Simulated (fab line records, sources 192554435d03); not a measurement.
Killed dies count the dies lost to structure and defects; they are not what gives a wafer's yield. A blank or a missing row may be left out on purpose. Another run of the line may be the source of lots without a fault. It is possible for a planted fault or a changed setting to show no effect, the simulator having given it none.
Matching of chambers / flow n5_finfet / 4 sister chambers for N5_BEOL_M7_STRIP_36 on rie_diel-06
The step strips in N2/H2. 7 wafers are shown with their chamber, then 7 later ones without.

## EACH WAFER AND ITS CHAMBER
wafer=L076.5; chamber=1; showerhead_plenum_p_Torr (Torr)=2.50; drypump_motor_current_A (A)=5.1
wafer=L084.4; chamber=3; showerhead_plenum_p_Torr (Torr)=2.65; drypump_motor_current_A (A)=5.8
wafer=L086.1; chamber=3; showerhead_plenum_p_Torr (Torr)=2.64; drypump_motor_current_A (A)=5.7
wafer=L086.3; chamber=1; showerhead_plenum_p_Torr (Torr)=2.49; drypump_motor_current_A (A)=5.1
wafer=L086.4; chamber=2; showerhead_plenum_p_Torr (Torr)=2.48; drypump_motor_current_A (A)=5.0
wafer=L089.2; chamber=0; showerhead_plenum_p_Torr (Torr)=2.39; drypump_motor_current_A (A)=6.2
wafer=L089.4; chamber=2; showerhead_plenum_p_Torr (Torr)=2.48; drypump_motor_current_A (A)=5.0

## WAFERS WITHOUT THEIR CHAMBER
wafer=L089.5; showerhead_plenum_p_Torr (Torr)=2.64; drypump_motor_current_A (A)=5.7
wafer=L092.1; showerhead_plenum_p_Torr (Torr)=2.64; drypump_motor_current_A (A)=5.7
wafer=L092.2; showerhead_plenum_p_Torr (Torr)=2.39; drypump_motor_current_A (A)=6.3
wafer=L092.3; showerhead_plenum_p_Torr (Torr)=2.47; drypump_motor_current_A (A)=5.0
wafer=L095.1; showerhead_plenum_p_Torr (Torr)=2.64; drypump_motor_current_A (A)=5.8
wafer=L095.3; showerhead_plenum_p_Torr (Torr)=2.47; drypump_motor_current_A (A)=5.0
wafer=L095.6; showerhead_plenum_p_Torr (Torr)=2.47; drypump_motor_current_A (A)=5.0

## CHAMBER TAKEN BY EACH
wafer=L089.5; from the rows above=3; in truth=3
wafer=L092.1; from the rows above=3; in truth=3
wafer=L092.2; from the rows above=0; in truth=0
wafer=L092.3; from the rows above=2; in truth=2
wafer=L095.1; from the rows above=3; in truth=3
wafer=L095.3; from the rows above=2; in truth=2
wafer=L095.6; from the rows above=2; in truth=2
7 of 7 placed correctly. Left unplaced by these rows: 0. Placed wrongly: 0.
How it was worked out, from the rows above alone: a wafer's distance from a chamber is the root of the sum, over the readings, of the square of ((its reading less the chamber's mean) divided by the reading's scatter). The wafer belongs to the nearest chamber; if the next one is less than 2 further off, it can't be placed. Each chamber's mean is taken over the wafers shown for it. The scatter is the square root of a quotient: the sum, over the shown wafers, of each reading's squared deviation from its chamber's mean, divided by wafers minus chambers.
